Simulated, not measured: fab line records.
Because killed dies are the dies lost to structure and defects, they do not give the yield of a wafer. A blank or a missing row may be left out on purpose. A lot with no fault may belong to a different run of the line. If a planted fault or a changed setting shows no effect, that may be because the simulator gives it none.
Chamber matching	flow n5 finfet	rie diel-01 running N5_HKMG_FIN_ETCH_67: 4 sister chambers
The step etches SOC in N2/H2, stops on TiN, target depth 388.9 nm. 16 wafers are shown with their chamber, then 8 later ones without.

== WAFERS PAIRED WITH THEIR CHAMBERS ==
wafer	chamber	throttle valve pct (%)	showerhead plenum p Torr (Torr)	oes product au (a.u.)
L076.1	3	18.05	2.53	0.72
L076.4	0	18.04	2.63	0.71
L076.6	2	18.00	2.52	0.71
L080.1	0	18.07	2.63	0.69
L080.3	2	18.04	2.52	0.71
L080.4	1	17.31	2.58	0.88
L081.1	1	17.33	2.57	0.88
L081.3	2	18.04	2.52	0.71
L081.5	3	18.05	2.52	0.71
L086.1	1	17.33	2.57	0.87
L086.2	0	18.08	2.62	0.68
L086.5	2	18.07	2.51	0.71
L088.2	3	18.07	2.52	0.70
L088.3	1	17.33	2.57	0.86
L088.5	1	17.35	2.57	0.86
L089.1	2	18.05	2.51	0.70

SIGNATURES, as means of the wafers listed above
reading	chamber 0	chamber 1	chamber 2	chamber 3	scatter within a chamber
throttle valve pct	18.0633	17.3300	18.0400	18.0567	0.0194
showerhead plenum p Torr	2.6267	2.5720	2.5160	2.5233	0.00527
oes product au	0.6933	0.8700	0.7080	0.7100	0.00978
Rule: for a wafer and a chamber, the distance is found by dividing, reading by reading, the gap between the wafer's reading and the chamber's mean by the reading's scatter, squaring, summing and taking the root. If the next closest chamber is less than 2 further off than the closest, the wafer can't be placed; otherwise it belongs to the closest. The scatter: take each reading less its chamber's mean, square it, sum over the shown wafers, divide by the number of wafers less the number of chambers, and take the root.

== WAFERS MISSING THEIR CHAMBER ==
wafer	throttle valve pct (%)	showerhead plenum p Torr (Torr)	oes product au (a.u.)
L089.2	18.07	2.51	0.70
L089.4	18.06	2.51	0.69
L093.2	17.58	2.62	0.96
L093.5	18.10	2.51	0.69
L093.6	17.60	2.62	0.96
L097.1	17.59	2.61	0.92
L097.2	17.35	2.56	0.84
L097.6	18.11	2.51	0.69

== WHICH CHAMBER EACH ONE RAN IN ==
wafer	from the rows above	in truth
L089.2	can't be placed: 2 or 3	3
L089.4	can't be placed: 2 or 3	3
L093.2	1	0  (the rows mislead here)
L093.5	can't be placed: 2 or 3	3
L093.6	1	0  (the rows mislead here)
L097.1	1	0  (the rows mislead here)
L097.2	1	1
L097.6	can't be placed: 2 or 3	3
Placed correctly: 1 of 8. These rows do not allow placing 4 (true chamber among the candidates in 4). Number placed wrongly: 3.
